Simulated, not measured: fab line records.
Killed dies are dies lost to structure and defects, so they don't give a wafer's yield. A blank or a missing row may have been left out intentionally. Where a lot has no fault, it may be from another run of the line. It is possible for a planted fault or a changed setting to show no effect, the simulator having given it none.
One fault through the eyes of 2 desks | flow nand-harc | each desk holds nothing but its own numbers, with what lay behind them at the end

== TOOL OWNER'S DESK, pvd-sputter-01 ==
The tool's own readings at NHARC_A_BLC_PVD_32 (deposits Ti, target thk 5 nm, time 17.7 s): means of the sampled wafers that have a number, for each lot that ran on this tool. Marked OUT: a lot whose mean sits more than 4 standard deviations from the usual mean, which makes it out of limits; the brackets give that distance.
Columns: A = throttle-valve-pct at NHARC_A_BLC_PVD_32, usual 30.1 %
lot  | first seen here | A
L352 | day 17 23:47    | 29.4
L354 | day 19 04:07    | 30.1
L355 | day 19 06:53    | 30.1
Result from this desk: across the 3 lots, nothing is out of limits.

== FROM THE METROLOGY DESK ==
What the gauges read for every lot (on any tool): the sampled wafers with a number, averaged. Marked OUT: a lot whose mean sits more than 4 standard deviations from the usual mean, which makes it out of limits; the brackets give that distance.
Columns: A = cd-nm at NHARC_THIN_TSV_CD_MEAS_33, usual 4999.3 nm
lot  | first seen here | A
L348 | day 19 00:07    | 4998.8
L352 | day 19 13:52    | 5001.5
L354 | day 20 17:31    | 4999.0
L355 | day 20 19:06    | 4999.8
L361 | day 21 18:52    | 4999.5
L363 | day 22 19:45    | 5000.0
L364 | day 23 02:56    | 5000.8
L366 | day 23 11:40    | 4999.2
L367 | day 23 16:10    | 4998.6
L365 | day 23 17:53    | 4999.5
L369 | day 24 08:22    | 4997.8
L370 | day 24 09:25    | 4999.2
L371 | day 24 23:16    | 4998.4
Result from this desk: across the 13 lots, nothing is out of limits.

== PUT TOGETHER ==
Nothing out of limits was seen by the tool owner's desk.
From the metrology desk's view, nothing was out of limits.

== WHAT THE SIMULATOR PUT IN ==
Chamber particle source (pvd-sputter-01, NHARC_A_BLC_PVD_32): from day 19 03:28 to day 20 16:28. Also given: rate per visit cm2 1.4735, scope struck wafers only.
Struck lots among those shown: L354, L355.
